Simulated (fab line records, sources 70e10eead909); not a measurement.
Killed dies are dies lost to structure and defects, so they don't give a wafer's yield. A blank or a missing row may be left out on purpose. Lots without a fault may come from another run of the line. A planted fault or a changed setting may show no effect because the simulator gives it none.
Chamber matching | flow nand_harc | NHARC_A_STAIRCASE_ETCH_444 on rie_diel-11: 4 sister chambers
The step etches the open film in C4F8/O2, target depth 20400 nm, time 6800 s. 4 wafers are shown with their chamber, then 11 later ones without.

WAFERS WITH THEIR CHAMBER
wafer  | chamber | rf_vpp_V (V)
L083.5 | 1       | 811
L089.1 | 2       | 810
L089.5 | 0       | 810
L088.1 | 3       | 806

WAFERS WITHOUT THEIR CHAMBER
wafer  | rf_vpp_V (V)
L088.2 | 810
L088.3 | 811
L091.1 | 810
L091.3 | 808
L091.5 | 811
L094.3 | 809
L094.4 | 810
L094.6 | 809
L096.2 | 808
L096.3 | 810
L096.6 | 809

WHICH CHAMBER EACH WENT THROUGH
wafer  | from the rows above               | in truth
L088.2 | can't be placed: 0 or 2 or 1      | 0
L088.3 | can't be placed: 1 or 0 or 2      | 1
L091.1 | can't be placed: 0 or 2 or 1      | 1
L091.3 | can't be placed: 0 or 2 or 3 or 1 | 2
L091.5 | can't be placed: 1 or 0 or 2      | 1
L094.3 | can't be placed: 0 or 2 or 1      | 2
L094.4 | can't be placed: 0 or 2 or 1      | 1
L094.6 | can't be placed: 0 or 2 or 1      | 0
L096.2 | can't be placed: 0 or 2 or 3 or 1 | 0
L096.3 | can't be placed: 0 or 2 or 1      | 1
L096.6 | can't be placed: 0 or 2 or 1      | 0
Placed correctly: 0 of 11. Can't be placed from these rows: 11 (the true chamber is among the candidates in 11). Placed wrongly: 0.
How it was worked out, from the rows above alone: a wafer's distance from a chamber is the root of the sum, over the readings, of the square of ((its reading less the chamber's mean) divided by the reading's scatter). The wafer belongs to the nearest chamber; if the next one is less than 2 further off, it can't be placed. A chamber's mean is the mean of its shown wafers. The scatter: with one shown wafer a chamber, the root of the mean of the squares of how far each hidden wafer lies from its nearest shown one.
